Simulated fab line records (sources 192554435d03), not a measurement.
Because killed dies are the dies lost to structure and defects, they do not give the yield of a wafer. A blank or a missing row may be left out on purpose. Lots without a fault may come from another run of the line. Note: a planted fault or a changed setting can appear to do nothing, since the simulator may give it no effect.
Matching of chambers :: flow n5-finfet :: N5_BEOL_M5_DESCUM_16 on rie-diel-01: 4 sister chambers
The step chemistry O2, time 7 s. 14 wafers are shown with their chamber, then 7 later ones without.

WAFERS PAIRED WITH THEIR CHAMBERS
wafer: L075.2
chamber: 3
throttle-valve-pct (%): 20.61
drypump-motor-current-A (A): 5.2
showerhead-plenum-p-Torr (Torr): 2.14

wafer: L075.3
chamber: 1
throttle-valve-pct (%): 20.05
drypump-motor-current-A (A): 5.5
showerhead-plenum-p-Torr (Torr): 2.13

wafer: L075.6
chamber: 1
throttle-valve-pct (%): 20.03
drypump-motor-current-A (A): 5.5
showerhead-plenum-p-Torr (Torr): 2.13

wafer: L076.1
chamber: 1
throttle-valve-pct (%): 20.03
drypump-motor-current-A (A): 5.5
showerhead-plenum-p-Torr (Torr): 2.13

wafer: L076.3
chamber: 3
throttle-valve-pct (%): 20.61
drypump-motor-current-A (A): 5.2
showerhead-plenum-p-Torr (Torr): 2.14

wafer: L076.4
chamber: 0
throttle-valve-pct (%): 20.38
drypump-motor-current-A (A): 6.8
showerhead-plenum-p-Torr (Torr): 2.22

wafer: L079.1
chamber: 0
throttle-valve-pct (%): 20.40
drypump-motor-current-A (A): 6.7
showerhead-plenum-p-Torr (Torr): 2.21

wafer: L079.5
chamber: 3
throttle-valve-pct (%): 20.64
drypump-motor-current-A (A): 5.2
showerhead-plenum-p-Torr (Torr): 2.13

wafer: L079.6
chamber: 2
throttle-valve-pct (%): 20.41
drypump-motor-current-A (A): 5.3
showerhead-plenum-p-Torr (Torr): 2.05

wafer: L082.1
chamber: 1
throttle-valve-pct (%): 20.04
drypump-motor-current-A (A): 5.5
showerhead-plenum-p-Torr (Torr): 2.13

wafer: L082.3
chamber: 0
throttle-valve-pct (%): 20.39
drypump-motor-current-A (A): 6.7
showerhead-plenum-p-Torr (Torr): 2.21

wafer: L082.4
chamber: 2
throttle-valve-pct (%): 20.41
drypump-motor-current-A (A): 5.4
showerhead-plenum-p-Torr (Torr): 2.05

wafer: L083.4
chamber: 3
throttle-valve-pct (%): 20.64
drypump-motor-current-A (A): 5.2
showerhead-plenum-p-Torr (Torr): 2.13

wafer: L083.5
chamber: 3
throttle-valve-pct (%): 20.61
drypump-motor-current-A (A): 5.2
showerhead-plenum-p-Torr (Torr): 2.13

SIGNATURES (means of the wafers above)
reading: throttle-valve-pct
chamber 0: 20.3900
chamber 1: 20.0375
chamber 2: 20.4100
chamber 3: 20.6220
scatter within a chamber: 0.0125

reading: drypump-motor-current-A
chamber 0: 6.733
chamber 1: 5.500
chamber 2: 5.350
chamber 3: 5.200
scatter within a chamber: 0.0342

reading: showerhead-plenum-p-Torr
chamber 0: 2.2133
chamber 1: 2.1300
chamber 2: 2.0500
chamber 3: 2.1340
scatter within a chamber: 0.00432
Rule: distance of a wafer from a chamber = root of the sum over the readings of ((wafer's reading minus chamber's mean) / reading's scatter) squared. If the next closest chamber is less than 2 further off than the closest, the wafer can't be placed; otherwise it belongs to the closest. The scatter is the square root of a quotient: the sum, over the shown wafers, of each reading's squared deviation from its chamber's mean, divided by wafers minus chambers.

WAFERS WHOSE CHAMBER IS MISSING
wafer: L083.6
throttle-valve-pct (%): 20.41
drypump-motor-current-A (A): 6.7
showerhead-plenum-p-Torr (Torr): 2.21

wafer: L093.3
throttle-valve-pct (%): 20.42
drypump-motor-current-A (A): 6.7
showerhead-plenum-p-Torr (Torr): 2.21

wafer: L093.4
throttle-valve-pct (%): 20.45
drypump-motor-current-A (A): 5.3
showerhead-plenum-p-Torr (Torr): 2.04

wafer: L093.5
throttle-valve-pct (%): 20.65
drypump-motor-current-A (A): 5.2
showerhead-plenum-p-Torr (Torr): 2.12

wafer: L095.4
throttle-valve-pct (%): 20.44
drypump-motor-current-A (A): 5.3
showerhead-plenum-p-Torr (Torr): 2.04

wafer: L095.5
throttle-valve-pct (%): 20.69
drypump-motor-current-A (A): 5.2
showerhead-plenum-p-Torr (Torr): 2.12

wafer: L095.6
throttle-valve-pct (%): 20.45
drypump-motor-current-A (A): 5.4
showerhead-plenum-p-Torr (Torr): 2.04

CHAMBER TAKEN BY EACH
wafer: L083.6
from the rows above: 0
in truth: 0

wafer: L093.3
from the rows above: 0
in truth: 0

wafer: L093.4
from the rows above: 2
in truth: 2

wafer: L093.5
from the rows above: 3
in truth: 3

wafer: L095.4
from the rows above: 2
in truth: 2

wafer: L095.5
from the rows above: 3
in truth: 3

wafer: L095.6
from the rows above: 2
in truth: 2
Correct placement for 7 of the 7. From these rows, 0 cannot be placed. Wrongly placed: 0.
